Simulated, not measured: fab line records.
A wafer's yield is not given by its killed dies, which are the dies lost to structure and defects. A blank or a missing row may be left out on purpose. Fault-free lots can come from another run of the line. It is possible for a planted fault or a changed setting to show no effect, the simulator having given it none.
Split-lot study -- flow n5-finfet -- on a route of 1938 steps: 7 lots, 21 wafers read

THE SPLIT ITSELF
At N5_SD_EPI_N_PEB_07 (peb time 60 s), the setting peb-time-s was moved away from the recipe's 60 s on 10 of the 21 wafers read, by -19.9% to +17.6%. All remaining wafers had this setting at the recipe value.

THE PATH FROM SPLIT TO READING: the file shows 1 step between them
- N5_SD_EPI_N_DEVELOP_08: develop time 30 s

THE READING
cd-nm at N5_SD_EPI_N_CD_MEAS_09, given in nm (cd target 120 nm). Fault-free wafers of this fab line usually give 120.0 nm, standard deviation 0.56 nm.

wafer,"tool, chamber at the split","peb-time-s as run, s",against the recipe,"cd-nm, nm",against lot-mates on the recipe
L074.2,"litho-track-04, 0",60,recipe,120.1,-
L074.3,"litho-track-04, 0",60,recipe,120.1,-
L074.5,"litho-track-04, 0",60,recipe,119.8,-
L081.3,"litho-track-04, 0",55.24,-7.9%,117.3,-2.4
L081.4,"litho-track-04, 0",60,recipe,119.4,-
L081.5,"litho-track-04, 0",60,recipe,120.0,-
L084.1,"litho-track-04, 0",55.02,-8.3%,116.6,no lot-mate on the recipe
L084.4,"litho-track-04, 0",55.02,-8.3%,116.9,no lot-mate on the recipe
L084.6,"litho-track-04, 0",55.02,-8.3%,116.6,no lot-mate on the recipe
L088.2,"litho-track-04, 0",51.31,-14.5%,114.8,-5.6
L088.5,"litho-track-04, 0",60,recipe,120.4,-
L088.6,"litho-track-04, 0",51.31,-14.5%,114.2,-6.2
L089.2,"litho-track-04, 0",60,recipe,119.9,-
L089.5,"litho-track-04, 0",48.08,-19.9%,111.0,-8.7
L089.6,"litho-track-04, 0",60,recipe,119.4,-
L092.1,"litho-track-01, 0",60,recipe,119.8,-
L092.3,"litho-track-01, 0",70.54,+17.6%,126.0,+6.2
L092.4,"litho-track-01, 0",70.54,+17.6%,126.0,+6.2
L093.1,"litho-track-04, 0",60,recipe,119.2,-
L093.5,"litho-track-04, 0",50.3,-16.2%,113.3,-6.4
L093.6,"litho-track-04, 0",60,recipe,120.2,-

THE FIT
A straight line over all 21 wafers: cd-nm changes by +0.38 nm for each +1% of peb-time-s; r = +0.99; the points scatter about the line by 0.47 nm.
The same after taking each lot's own level away (the mean of its wafers on the recipe; 18 wafers): +0.386 nm for each +1%; r = +0.99; scatter 0.44 nm.
On that fit, the largest move of peb-time-s shifts the reading by 7.7 nm.
Across the lots, their own levels run from 119.65 to 120.40 nm, a range of 1.3 times the standard deviation given above.
Consequently the slope shifts little with the lot-to-lot level, the two slopes agreeing.
Check: for one of the wafers moved furthest among these (-19.9%), held out of the fit, the line's prediction against its lot-mates is -7.53 nm. It came out at -8.65 nm against them.

OTHER SPLITS APPLIED TO THESE WAFERS
These wafers also went through other splits before the reading. Each is held against what the fit with the lots' levels taken away leaves over:
other split on the same wafers,wafers away from the commonest value,r with cd-nm (lot level and that fit taken away)
N5_DUMMY_GATE_ETCH_31 target-depth-a,11,-0.15

THE WHOLE CHAIN: every reading that the file lists as answering this split, in the file's order
step,what it does,reading,change (the file's fit),r (the file's)
N5_SD_EPI_N_CD_MEAS_09,target cd 120 nm,cd-nm,+0.395 nm for each +1% of the setting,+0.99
N5_SD_EPI_N_DESCUM_14,"chemistry O2, time 7.9 s","SD_EPI_N.cd-nm (the simulator's own value, which no gauge read)",+0.398 nm for each +1% of the setting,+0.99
N5_SD_EPI_N_ETCH_16,"etches SiO2 in CHF3/O2, target depth 5 nm","SD_EPI_N.cd-nm (the simulator's own value, which no gauge read)",+0.409 nm for each +1% of the setting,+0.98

FILE'S OWN FIT
cd-nm changes by +0.395 nm for each +1% of peb-time-s, r = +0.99.
